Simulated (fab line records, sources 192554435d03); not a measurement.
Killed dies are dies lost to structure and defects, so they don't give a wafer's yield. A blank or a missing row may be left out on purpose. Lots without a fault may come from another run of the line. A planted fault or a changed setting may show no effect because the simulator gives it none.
Which tool did it? | flow n5_finfet | 10 lots, 30 wafers sampled, at 5 steps of a route of 1938

WHAT THE GAUGES READ, wafer by wafer
N5_BEOL_M4_RC_MEAS_101.
lot  | measured     | on        | IOFF_P_LONG (nA/um)
L526 | day 7 14:49  | prober-01 | 9.8e-05 9.7e-05 9.6e-05
L528 | day 8 05:29  | prober-01 | 0.000109 0.000112 0.00011
L529 | day 8 07:13  | prober-02 | 0.000118 0.000122 0.000121
L530 | day 8 10:10  | prober-02 | 0.000115 0.000117 0.000114
L532 | day 9 04:19  | prober-01 | 9.9e-05 9.9e-05 9.6e-05
L534 | day 10 02:51 | prober-01 | 0.000112 0.000119 0.000116
L536 | day 10 21:37 | prober-01 | 9.3e-05 9.2e-05 9.5e-05
L537 | day 11 00:17 | prober-01 | 0.000101 0.000104 0.000103
L538 | day 11 04:16 | prober-02 | 0.000261 0.000258 0.000254
L541 | day 11 10:55 | prober-02 | 0.000311 0.00032 0.000313

WHICH TOOL RAN EACH LOT (tool, then ch and the chambers of the sampled wafers, then the start)
lot  | N5_PMOS_HMC_CHANNEL_EPI_EPI_20 | N5_BEOL_M4_SPUTTER_81        | N5_BEOL_M4_SPUTTER_94        | N5_BEOL_M4_CMP_52
L526 | epi_rpcvd-04 ch 0, day 1 18:40 | pvd_sputter-01, day 7 12:12  | pvd_sputter-01, day 7 13:18  | cmp-04 ch 0,1,2, day 7 14:01
L528 | epi_rpcvd-02 ch 0, day 2 06:06 | pvd_sputter-03, day 8 02:46  | pvd_sputter-03, day 8 03:52  | cmp-02 ch 0,1,3, day 8 04:49
L529 | epi_rpcvd-02 ch 0, day 2 12:26 | pvd_sputter-01, day 8 04:45  | pvd_sputter-01, day 8 05:51  | cmp-04 ch 0,2,3, day 8 06:34
L530 | epi_rpcvd-03 ch 0, day 2 18:14 | pvd_sputter-01, day 8 07:45  | pvd_sputter-01, day 8 08:51  | cmp-01 ch 1,2,3, day 8 09:36
L532 | epi_rpcvd-02 ch 0, day 3 05:58 | pvd_sputter-03, day 9 01:54  | pvd_sputter-03, day 9 03:00  | cmp-04 ch 0,2,3, day 9 03:43
L534 | epi_rpcvd-03 ch 0, day 3 19:20 | pvd_sputter-02, day 10 00:24 | pvd_sputter-02, day 10 01:30 | cmp-04 ch 0,1,2, day 10 02:13
L536 | epi_rpcvd-02 ch 0, day 4 05:59 | pvd_sputter-03, day 10 19:11 | pvd_sputter-03, day 10 20:17 | cmp-02 ch 1,2,3, day 10 21:02
L537 | epi_rpcvd-02 ch 0, day 4 11:55 | pvd_sputter-03, day 10 21:43 | pvd_sputter-03, day 10 22:49 | cmp-02 ch 0,1,2, day 10 23:34
L538 | epi_rpcvd-02 ch 0, day 4 18:38 | pvd_sputter-02, day 11 01:41 | pvd_sputter-02, day 11 02:47 | cmp-04 ch 0,1,3, day 11 03:31
L541 | epi_rpcvd-02 ch 0, day 5 12:08 | pvd_sputter-03, day 11 08:29 | pvd_sputter-03, day 11 09:35 | cmp-01 ch 1,2, day 11 10:20
- N5_PMOS_HMC_CHANNEL_EPI_EPI_20: deposits SiGe30, target thk 59 nm.
- N5_BEOL_M4_SPUTTER_81: material Cu, target thk 4.5 nm, time 8.29 s.
- N5_BEOL_M4_SPUTTER_94: material Cu, target thk 4.5 nm, time 8.29 s.
- N5_BEOL_M4_CMP_52: polishes, stops on SiOC, t overpolish 6.8 s, target thk 40 nm.

THE ANSWER, worked out from the rows above alone
Rule: what is usual is taken from the lots themselves. Put in order of their means at a reading, lots are off if they are a third of the lots or fewer, leave a main group of 4 or more, and stand apart from it by a gap of 3 or more times the standard deviation of the main group's means; of several such gaps the widest counts. A main group whose means are all the same, to the digits that the tables above print for the reading, isn't used. A lot without any number at a reading at which 4 lots or more have one is off too. The other lots that the step has rows for count as sound.
Off: L538, L541, at N5_BEOL_M4_RC_MEAS_101 (IOFF_P_LONG). The main group: mean 0.000107 nA/um, standard deviation 9.5e-06.
A tool fits if, at a process step before that reading, it ran every lot that is off, and no sound lot after the first of them. The gauges at N5_BEOL_M4_RC_MEAS_101 are tried like those tools. Can't be told from this: 2 tools fit, epi_rpcvd-02 at N5_PMOS_HMC_CHANNEL_EPI_EPI_20, prober-02 at N5_BEOL_M4_RC_MEAS_101.

WHAT THE SIMULATOR HAD PUT IN
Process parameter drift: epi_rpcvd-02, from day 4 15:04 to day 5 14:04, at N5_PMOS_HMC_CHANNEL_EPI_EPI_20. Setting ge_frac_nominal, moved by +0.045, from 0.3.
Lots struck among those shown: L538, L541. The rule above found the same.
